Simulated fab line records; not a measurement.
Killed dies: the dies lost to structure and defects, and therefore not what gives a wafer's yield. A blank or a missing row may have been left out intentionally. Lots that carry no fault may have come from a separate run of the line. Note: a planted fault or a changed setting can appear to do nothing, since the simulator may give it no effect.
fab line records	flow nandHarc	part 1 of 2: steps 1 to 24 of 34
record: lots: 5	wafers: 15	lastDay: 24
route steps=1159 shown A_WL_FILL@814 A_CONTACT@840
lots untouched by any fault: they come from a run of this same line in which no faults occurred
startH: hours from the record's opening day to when the first of the lot's shown wafers began	waitH: hours elapsed since this lot's preceding step	" the same as in the row above	L1.1+2: a single row standing in for several wafers	- value missing, or start not given	* or withheld: withheld	< > ~ a bound
route shown NAME@n: NAME is a module with steps in the file, n the number in the route of the first one	usual: average and standard deviation across the fault-free wafers	same: alike in all rows	chamber/n: place in a boat	sites: each site's reading	_std_site: their standard deviation	_edge_site: mean of outer sites minus mean of inner sites	radiusMm: how far each site lies from the wafer's centre	mask NAME#n: copy n	behind: the most recent tool/chamber to have shaped the wafer	hold: why the lot was held/for how many hours/how that ended	device: the n, p or np transistor that did not switch	end of line: at the end of the route, the tests of the same wafers	for a step that has no rows: nothing shown but its recipe	killed: dies that structure and defects cost at the first sort, which is not the same as the wafer's yield	map: shows each die of a wafer: x if killed, . if not, _ if none is there
set.NAME: setting as actually run; set.NAME@STEP: the setting as run at that earlier step	model.NAME: the simulator's own value behind a step, which no gauge read
lots at selected steps of the route; one table per step, one row per wafer
services: the hour from which a tool's chamber was out of use, counted from the record's first day as startH (under 0 if before that day), plus the number of hours and why
== steps ==
step: NHARC_A_WL_FILL_ETCHBACK_04
recipe: targetDepthA: 600	timeS: 120	chemistry: NF3
usual: drypumpMotorCurrentA: 5.7/0.47	oesProductAu: 1.002/0.013
lot.wafer	tool	chamber	startH	waitH	drypumpMotorCurrentA	oesProductAu	rfHoursCounterH
L074.2	rieMetal-03	0	340.37	2.4	6.3	0.996	1.1
L074.3	"	1	"	"	5.6	0.989	-
L074.4	"	0	"	"	6.3	0.994	-
L080.1	rieMetal-03	1	393.60	2.8	5.6	1.000	3.6
L080.6	"	1	"	"	5.6	0.992	-
L080.5	"	0	"	"	6.3	0.986	-
L082.4	rieMetal-03	0	398.74	1.5	6.3	0.998	-
L082.3	"	1	"	"	5.6	1.002	-
L082.6	"	0	"	"	6.3	0.992	-
L087.4	rieMetal-02	1	429.99	2.0	5.0	0.994	-
L087.6	"	1	"	"	5.0	1.002	-
L087.5	"	0	"	"	6.3	0.999	-
L091.2	rieMetal-01	1	446.27	2.8	5.2	0.985	3.0
L091.1	"	0	"	"	5.7	1.011	3.5
L091.3	"	1	"	"	5.2	0.997	-
step: NHARC_A_WL_FILL_ETCHBACK_05
recipe: targetDepthA: 220	timeS: 60	tempC: 40	chemistry: Cl2/BCl3
usual: drypumpMotorCurrentA: 5.7/0.47	oesProductAu: 1.002/0.013
lot.wafer	tool	chamber	startH	waitH	drypumpMotorCurrentA	oesProductAu	rfHoursCounterH
L074.2	rieMetal-03	0	340.59	0.2	6.3	0.991	1.2
L074.3	"	1	"	"	5.6	0.997	-
L074.4	"	0	"	"	6.3	0.989	-
L080.1	rieMetal-03	0	393.84	0.2	6.3	0.992	3.3
L080.6	"	0	"	"	6.3	1.001	-
L080.5	"	1	"	"	5.6	1.008	-
L082.3	rieMetal-03	1	398.94	0.1	5.6	1.019	-
L082.4	"	0	"	"	6.3	0.991	-
L082.6	"	1	"	"	5.6	1.012	-
L087.4	rieMetal-02	1	430.19	0.2	5.0	0.996	-
L087.5	"	0	"	"	6.2	0.993	-
L087.6	"	1	"	"	4.9	1.000	-
L091.2	rieMetal-01	0	446.51	0.2	5.7	1.025	3.6
L091.1	"	1	"	"	5.2	0.988	3.1
L091.3	"	1	"	"	5.2	0.990	-
step: NHARC_A_WL_FILL_STRIP_27
recipe: powerW: 1500	tempC: 250	timeS: 20	chemistry: N2/H2
usual: drypumpMotorCurrentA: 5.9/0.44	heaterPowerW: 361/19
lot.wafer	tool	chamber	startH	waitH	drypumpMotorCurrentA	heaterPowerW	rfHoursCounterH
L074.2	plasmaAsher-01	1	340.74	0.1	6.1	359	16
L074.4	"	0	"	"	5.2	325	-
L074.3	"	1	"	"	6.1	357	-
L080.1	plasmaAsher-01	1	393.98	0.1	6.2	348	39
L080.6	"	1	"	"	6.2	352	-
L080.5	"	0	"	"	5.2	333	-
L082.4	plasmaAsher-02	0	399.13	0.2	5.6	371	-
L082.3	"	1	"	"	6.4	371	-
L082.6	"	0	"	"	5.6	380	-
L087.4	plasmaAsher-02	1	430.40	0.2	6.3	368	-
L087.6	"	1	"	"	6.3	372	-
L087.5	"	0	"	"	5.6	364	-
L091.2	plasmaAsher-02	0	446.86	0.3	5.6	373	28
L091.1	"	1	"	"	6.3	370	28
L091.3	"	0	"	"	5.6	374	-
step: NHARC_A_WL_FILL_STRIP_28
recipe: timeS: 1200	tempC: 72.5	chemistry: postEtchResidueRemover
usual: bathGuardTempC: 72.6/0.57
lot.wafer	tool	chamber	startH	waitH	bathGuardTempC
L074.4	wetBench-05	1	340.90	0.1	72.3
L074.3	"	2	"	"	71.9
L074.2	"	5	"	"	72.4
L080.5	wetBench-06	2	394.16	0.1	71.7
L080.1	"	5	"	"	72.6
L080.6	"	6	"	"	73.4
L082.3	wetBench-05	2	399.26	0.1	71.9
L082.6	"	3	"	"	73.0
L082.4	"	7	"	"	72.3
L087.4	wetBench-03	5	430.53	0.1	72.4
L087.5	"	6	"	"	73.3
L087.6	"	0	"	"	72.4
L091.3	wetBench-05	4	447.04	0.1	73.0
L091.1	"	5	"	"	72.3
L091.2	"	0	"	"	73.9
step: NHARC_A_WL_FILL_PRECLEAN_06
recipe: timeS: 300	chemistry: DIW
lot.wafer	tool	chamber	startH	waitH
L074.4+3+2	wetBench-05	1,2,5	-	-
L080.5+1+6	wetBench-06	2,5,6	-	-
L082.3+6+4	wetBench-05	2,3,7	-	-
L087.4+5+6	wetBench-03	5,6,0	-	-
L091.3+1+2	wetBench-05	4,5,0	-	-
step: NHARC_A_WL_FILL_SRD_07
lot.wafer	tool	chamber	startH	waitH
L074.4+3+2	wetBench-05	1,2,5	-	-
L080.5+1+6	wetBench-06	2,5,6	-	-
L082.3+6+4	wetBench-05	2,3,7	-	-
L087.4+5+6	wetBench-03	5,6,0	-	-
L091.3+1+2	wetBench-05	4,5,0	-	-
step: NHARC_A_WL_FILL_ANNEAL_08
recipe: tempC: 450	timeS: 1800
usual: spikeTcBottomC: 475.3/2.5
lot.wafer	tool	chamber	startH	waitH	spikeTcBottomC
L074.2	furnace-05	0	345.07	-	475.5
L074.3	"	0	"	"	477.2
L074.4	"	0	"	"	477.0
L080.1	furnace-08	0	397.71	-	474.9
L080.5	"	0	"	"	474.3
L080.6	"	0	"	"	474.0
L082.3	furnace-08	0	402.82	-	474.2
L082.4	"	0	"	"	475.0
L082.6	"	0	"	"	474.8
L087.4	furnace-05	0	431.43	-	476.6
L087.5	"	0	"	"	477.4
L087.6	"	0	"	"	476.9
L091.1	furnace-08	0	448.91	-	474.0
L091.2	"	0	"	"	476.4
L091.3	"	0	"	"	475.1
step: NHARC_A_WL_FILL_ALD_10
recipe: targetThkA: 500	pulseTimeS: 10	aldCycles: 500	tempC: 300	material: SiO2
usual: heaterPowerW: 479/39	precursorPulseHeightRel: 0.999/0.019
lot.wafer	tool	chamber	startH	waitH	heaterPowerW	precursorPulseHeightRel
L074.2	aldHk-03	3	349.69	3.1	419	0.997
L074.3	"	0	"	"	474	0.981
L074.4	"	2	351.21	4.7	483	0.995
L080.1	aldHk-02	1	400.76	1.6	550	0.980
L080.5	"	2	"	"	558	1.003
L080.6	"	3	"	"	461	1.009
L082.3	aldHk-03	2	404.84	0.6	488	0.992
L082.4	"	3	"	"	415	0.972
L082.6	"	1	406.39	2.1	510	1.011
L087.4	aldHk-04	3	432.93	0.0	464	0.994
L087.5	"	3	435.01	2.1	469	0.976
L087.6	"	0	"	"	493	0.992
L091.3	aldHk-04	1	450.41	0.1	415	0.993
L091.2	"	2	"	"	460	1.013
L091.1	"	3	"	"	470	0.990
step: NHARC_A_WL_FILL_ETCHBACK_16
recipe: targetDepthA: 880	timeS: 17.6	c4f8FlowSccm: withheld	o2FlowSccm: 8	arFlowSccm: withheld	rfW: 600	biasW: 800	chemistry: C4F8/O2/Ar
usual: oesProductAu: 0.983/0.029	rfVppV: 723/4.1
lot.wafer	tool	chamber	startH	waitH	oesProductAu	rfHoursCounterH	rfVppV
L074.3	rieDiel-03	2	-	-	0.996	6.2	722
L074.2	"	3	"	"	1.028	5.9	719
L074.4	"	0	"	"	0.986	3.9	717
L080.1	rieDiel-08	2	-	-	1.006	6.5	719
L080.6	"	3	"	"	0.991	-	724
L080.5	"	0	"	"	0.969	-	724
L082.4	rieDiel-03	1	-	-	1.000	0.2	725
L082.3	"	0	"	"	0.988	0.2	718
L082.6	"	1	"	"	1.003	-	723
L087.4	rieDiel-03	3	-	-	0.992	1.5	719
L087.5	"	0	"	"	0.978	-	717
L087.6	"	1	"	"	1.024	-	723
L091.1	rieDiel-03	2	-	-	0.957	2.0	724
L091.3	"	3	"	"	0.954	2.1	720
L091.2	"	0	"	"	0.934	1.4	717
step: NHARC_A_WL_FILL_STRIP_29
recipe: timeS: 20	o2FlowSccm: 500	arFlowSccm: 0	biasW: 0	chemistry: O2
usual: drypumpMotorCurrentA: 5.6/0.63	oesProductAu: 1.001/0.013	rfVppV: 57.8/0.94	showerheadPlenumPTorr: 3.52/0.13	throttleValvePct: 17.037/0.011
lot.wafer	tool	chamber	startH	waitH	drypumpMotorCurrentA	oesProductAu	rfHoursCounterH	rfVppV	showerheadPlenumPTorr	throttleValvePct
L074.2	rieDiel-03	1	354.37	0.1	5.4	0.993	4.6	56.6	3.52	17.041
L074.4	"	3	"	"	6.9	1.015	5.9	57.6	3.40	17.049
L074.3	"	0	"	"	4.8	0.996	3.9	57.1	3.32	17.027
L080.1	rieDiel-08	0	403.98	0.1	5.8	0.999	7.0	58.2	3.54	17.044
L080.6	"	2	"	"	5.7	1.007	-	56.0	3.39	17.018
L080.5	"	3	"	"	5.7	1.003	-	58.4	3.55	17.033
L082.4	rieDiel-03	2	409.07	0.1	6.0	1.003	0.2	57.0	3.53	17.027
L082.3	"	0	"	"	4.8	0.996	0.2	57.7	3.32	17.040
L082.6	"	2	"	"	6.0	1.000	-	60.2	3.53	17.035
L087.4	rieDiel-03	0	437.70	0.1	4.8	0.980	0.8	58.3	3.32	17.017
L087.5	"	0	"	"	4.8	0.988	-	57.6	3.32	17.032
L087.6	"	1	"	"	5.4	1.014	-	58.3	3.52	17.044
L091.3	rieDiel-03	2	455.11	0.1	6.0	0.995	2.0	56.2	3.53	17.022
L091.2	"	3	"	"	6.8	0.981	2.1	58.5	3.39	17.031
L091.1	"	1	"	"	5.4	1.010	1.9	57.6	3.52	17.044
step: NHARC_A_WL_FILL_ETCHBACK_17
recipe: targetDepthA: 40	timeS: 26.7	chemistry: Cl2/BCl3
usual: drypumpMotorCurrentA: 5.6/0.53	oesProductAu: 1.001/0.012
lot.wafer	tool	chamber	startH	waitH	drypumpMotorCurrentA	oesProductAu	rfHoursCounterH
L074.2	rieMetal-02	0	354.46	-	6.3	0.976	3.4
L074.3	"	0	"	"	6.3	0.980	-
L074.4	"	1	"	"	4.9	1.008	-
L080.1	rieMetal-01	0	404.09	-	5.8	1.028	2.1
L080.5	"	1	"	"	5.2	0.986	-
L080.6	"	0	"	"	5.7	1.022	-
L082.4	rieMetal-01	1	409.19	-	5.2	0.999	-
L082.3	"	0	"	"	5.8	1.032	-
L082.6	"	1	"	"	5.2	0.994	-
L087.4	rieMetal-02	1	437.84	-	4.9	1.001	-
L087.6	"	0	"	"	6.2	1.017	-
L087.5	"	1	"	"	5.0	0.996	-
L091.2	rieMetal-01	1	455.20	-	5.1	0.987	3.2
L091.1	"	0	"	"	5.8	1.005	3.7
L091.3	"	1	"	"	5.1	0.992	-
step: NHARC_A_WL_FILL_PRECLEAN_18
recipe: timeS: 30	chemistry: dHF
lot.wafer	tool	chamber	startH	waitH
L074.3+2+4	wetBench-06	1,4,5	354.65	0.1
L080.1+5+6	wetBench-05	3,5,7	404.26	0.1
L082.3+6+4	wetBench-05	6,2,3	409.36	0.1
L087.6+4+5	wetBench-06	3,6,7	437.97	0.1
L091.2+1+3	wetBench-06	0,2,4	455.38	0.2
step: NHARC_A_WL_FILL_SRD_21
lot.wafer	tool	chamber	startH	waitH
L074.3+2+4	wetBench-06	1,4,5	354.68	0.0
L080.1+5+6	wetBench-05	3,5,7	404.28	0.0
L082.3+6+4	wetBench-05	6,2,3	409.38	0.0
L087.6+4+5	wetBench-06	3,6,7	438.00	0.0
L091.2+1+3	wetBench-06	0,2,4	-	-
step: NHARC_A_WL_FILL_CVD_23
recipe: targetThkA: 400	tempC: 620	pressureMtorr: 200	timeS: 800	material: poly-Si
usual: spikeTcBottomC: 641.5/1.2
lot.wafer	tool	chamber	startH	waitH	spikeTcBottomC
L074.2	lpcvdPoly-03	0	356.93	2.3	637.8
L074.3	"	0	"	"	639.5
L074.4	"	0	"	"	640.9
L080.1	lpcvdPoly-02	0	406.84	2.6	640.7
L080.5	"	0	"	"	642.7
L080.6	"	0	"	"	641.0
L082.3	lpcvdPoly-03	0	411.60	2.2	640.0
L082.4	"	0	"	"	640.0
L082.6	"	0	"	"	641.0
L087.4	lpcvdPoly-03	0	440.25	2.3	642.3
L087.5	"	0	"	"	641.0
L087.6	"	0	"	"	640.6
L091.1	lpcvdPoly-03	0	457.66	2.3	640.4
L091.2	"	0	"	"	639.9
L091.3	"	0	"	"	641.2
step: NHARC_A_WL_FILL_ETCHBACK_26
recipe: targetDepthA: 520	timeS: 13.3	hbrFlowSccm: 150	rfW: 350	icpW: 350	biasW: 60	chemistry: HBr
usual: drypumpMotorCurrentA: 5.7/0.46	oesProductAu: 1.000/0.014	throttleValvePct: 23.265/0.0088
lot.wafer	tool	chamber	startH	waitH	drypumpMotorCurrentA	oesProductAu	rfHoursCounterH	throttleValvePct
L074.2	rieSi-04	2	359.52	0.4	6.3	0.998	0.4	23.264
L074.3	"	0	"	"	5.8	0.997	0.5	23.257
L074.4	"	1	"	"	6.1	1.000	0.5	23.257
L080.1	rieSi-04	1	409.46	0.4	6.2	1.007	0.9	23.281
L080.5	"	3	"	"	5.3	1.005	-	23.265
L080.6	"	0	"	"	5.8	0.994	-	23.279
L082.3	rieSi-05	2	414.14	0.4	5.8	1.014	1.1	23.264
L082.6	"	2	"	"	5.9	1.020	-	23.263
L082.4	"	3	"	"	5.6	0.977	-	23.251
L087.4	rieSi-02	1	442.84	0.4	6.3	1.029	0.3	23.262
L087.5	"	0	"	"	5.3	1.027	-	23.261
L087.6	"	1	"	"	6.3	1.028	-	23.275
L091.2	rieSi-05	2	460.22	0.4	5.8	1.002	0.3	23.272
L091.3	"	3	"	"	5.5	0.989	0.3	23.268
L091.1	"	1	"	"	5.3	0.979	0.2	23.274
step: NHARC_A_WL_FILL_PRECLEAN_30
recipe: timeS: 10	chemistry: dHF
lot.wafer	tool	chamber	startH	waitH
L074.2+3+4	wetBench-05	6,7,1	359.67	0.1
L080.6+5+1	wetBench-06	2,3,6	409.57	0.1
L082.3+6+4	wetBench-05	5,7,1	414.31	0.2
L087.6+5+4	wetBench-03	2,3,7	442.97	0.1
L091.1+3+2	wetBench-05	1,3,5	460.36	0.1
step: NHARC_A_WL_FILL_SRD_14
lot.wafer	tool	chamber	startH	waitH
L074.2+3+4	wetBench-05	6,7,1	359.69	0.0
L080.6+5+1	wetBench-06	2,3,6	409.60	0.0
L082.3+6+4	wetBench-05	5,7,1	414.33	0.0
L087.6+5+4	wetBench-03	2,3,7	442.99	0.0
L091.1+3+2	wetBench-05	1,3,5	460.39	0.0
step: NHARC_A_WL_FILL_ALD_19
recipe: targetThkA: 20	pulseTimeS: 3	aldCycles: 100	tempC: 450	material: TiN
usual: heaterPowerW: 1042/98	precursorPulseHeightRel: 1.000/0.02
lot.wafer	tool	chamber	startH	waitH	heaterPowerW	precursorPulseHeightRel
L074.4	aldMetal-03	0	359.79	0.1	1172	1.019
L074.3	"	1	"	"	1066	0.989
L074.2	"	3	"	"	1057	1.000
L080.1	aldMetal-01	0	409.70	0.1	1166	0.995
L080.6	"	0	"	"	1145	0.999
L080.5	"	1	"	"	882	1.004
L082.3	aldMetal-01	3	414.43	0.1	947	0.998
L082.4	"	0	"	"	1134	1.038
L082.6	"	0	"	"	1176	1.012
L087.4	aldMetal-04	2	443.11	0.1	951	0.967
L087.5	"	1	"	"	1047	0.986
L087.6	"	2	"	"	968	0.979
L091.3	aldMetal-03	0	460.49	0.1	1160	0.998
L091.1	"	1	"	"	1059	1.009
L091.2	"	3	"	"	1042	1.012
step: NHARC_A_WL_FILL_CVD_20
recipe: targetThkA: 750	tempC: 300	pressureTorr: 40	wf6FlowSccm: 40	h2FlowSccm: 1600	arFlowSccm: 1560	timeS: 5064	material: W
usual: heaterPowerW: 474/47	mfcH2Sccm: 1600/4.8	mfcWf6Sccm: 39.99/0.12	throttleValvePct: 8.02/0.24
lot.wafer	tool	chamber	startH	waitH	heaterPowerW	mfcH2Sccm	mfcWf6Sccm	throttleValvePct
L074.2	cvdW-01	1	-	-	548	1600	40.00	8.16
L074.3	"	1	"	"	561	1594	39.98	8.17
L074.4	"	0	"	"	429	1594	39.87	7.94
L080.1	cvdW-01	1	-	-	555	1602	40.02	8.45
L080.6	"	0	"	"	428	1602	39.91	7.96
L080.5	"	1	"	"	565	1596	39.92	8.29
L082.3	cvdW-01	0	-	-	434	1598	40.18	8.03
L082.4	"	1	"	"	556	1599	39.83	8.50
L082.6	"	0	"	"	427	1607	40.05	7.86
L087.4	cvdW-01	1	-	-	555	1599	39.92	8.44
L087.5	"	1	"	"	558	1605	39.95	8.35
L087.6	"	0	"	"	443	1600	40.07	7.77
L091.1	cvdW-02	1	-	-	446	1594	40.05	8.21
L091.2	"	0	"	"	455	1603	39.85	8.13
L091.3	"	1	"	"	450	1600	40.00	8.01
step: NHARC_A_WL_FILL_CMP_12
recipe: tOverpolishS: 30	targetThkNm: 75
usual: motorCurrentA: 12.3/1.5	overpolishRunS: 29.999/0.0084	timeToEndpointS: 14.0/2.6
lot.wafer	tool	chamber	startH	waitH	motorCurrentA	overpolishRunS	timeToEndpointS
L074.4	cmp-03	2	366.19	2.2	11.6	30.002	13.2
L074.3	"	0	"	"	14.9	30.001	16.2
L074.2	"	1	"	"	14.6	29.982	13.3
L080.1	cmp-02	1	414.93	3.6	10.4	30.005	9.4
L080.6	"	1	"	"	10.0	30.003	10.7
L080.5	"	2	"	"	10.5	29.988	10.2
L082.4	cmp-03	3	419.74	2.2	12.4	30.000	17.7
L082.3	"	0	"	"	15.6	30.009	15.0
L082.6	"	2	"	"	11.6	30.013	13.6
L087.4	cmp-02	1	452.29	2.9	10.3	29.992	14.0
L087.5	"	0	"	"	11.6	29.998	11.8
L087.6	"	1	"	"	9.9	29.996	12.2
L091.3	cmp-01	3	470.79	2.9	11.7	29.997	20.1
L091.2	"	0	"	"	11.8	29.990	15.1
L091.1	"	2	"	"	12.7	30.002	17.0
step: NHARC_A_WL_FILL_SRD_31
lot.wafer	tool	chamber	startH	waitH
L074.4+3+2	wetBench-06	3,4,7	366.51	0.0
L080.5+1+6	wetBench-06	6,1,2	415.27	0.0
L082.3+6+4	wetBench-05	1,2,3	420.04	0.0
L087.6+4+5	wetBench-03	1,3,6	452.59	0.0
L091.2+1+3	wetBench-05	4,5,6	471.11	0.0
step: NHARC_A_WL_FILL_INSPECT_15
usual: rawDefectCount: 383/110
lot.wafer	tool	chamber	startH	waitH	rawDefectCount
L074.2	defectInspect-02	-	366.66	0.0	571
L074.3	"	-	"	"	449
L074.4	"	-	"	"	484
L080.1	defectInspect-02	-	415.41	0.0	415
L080.5	"	-	"	"	298
L080.6	"	-	"	"	304
L082.3	defectInspect-02	-	420.18	0.0	485
L082.4	"	-	"	"	388
L082.6	"	-	"	"	317
L087.4	defectInspect-02	-	452.73	0.0	378
L087.5	"	-	"	"	632
L087.6	"	-	"	"	393
L091.1	defectInspect-01	-	471.25	0.0	305
L091.2	"	-	"	"	395
L091.3	"	-	"	"	339
step: NHARC_A_CONTACT_DEP_24
recipe: targetThkA: 5000	tempC: 400	pressureTorr: 6.5	rfW: 900	teosFlowSccm: 161.4	flowSccm: 2650	targetThkNm: 500	gas: O2	material: SiO2
usual: heaterPowerW: 541/83	throttleValvePct: 15.9/0.67
lot.wafer	tool	chamber	startH	waitH	heaterPowerW	throttleValvePct
L074.3	pecvd-01	0	366.72	0.1	572	16.2
L074.2	"	1	"	"	496	15.8
L074.4	"	0	"	"	432	16.0
L080.1	pecvd-01	0	415.60	0.2	455	16.4
L080.5	"	1	"	"	551	15.9
L080.6	"	0	"	"	482	16.2
L082.3	pecvd-03	0	420.42	0.2	485	16.0
L082.4	"	2	"	"	641	16.3
L082.6	"	0	"	"	520	15.9
L087.4	pecvd-01	0	452.99	0.3	557	16.7
L087.6	"	1	"	"	519	15.2
L087.5	"	2	"	"	582	16.5
L091.1	pecvd-03	1	471.32	0.1	583	15.6
L091.2	"	2	"	"	631	16.6
L091.3	"	0	"	"	487	16.3
step: NHARC_A_CONTACT_DEP_28
recipe: targetThkA: 36000	tempC: 400	material: aC
usual: throttleValvePct: 35.001/0.0091
lot.wafer	tool	chamber	startH	waitH	throttleValvePct
L074.2	aclDep-01	0	368.58	1.3	34.990
L074.3	"	0	"	"	35.000
L074.4	"	0	"	"	35.003
L080.1	aclDep-01	0	416.40	0.4	34.980
L080.5	"	0	417.89	1.9	34.990
L080.6	"	0	"	"	35.010
L082.3	aclDep-01	0	425.00	4.1	34.992
L082.4	"	0	"	"	34.993
L082.6	"	0	"	"	34.991
L087.4	aclDep-03	0	455.26	1.9	34.998
L087.5	"	0	"	"	34.985
L087.6	"	0	"	"	34.994
L091.1	aclDep-03	0	472.38	0.5	35.006
L091.2	"	0	"	"	35.013
L091.3	"	0	"	"	34.997
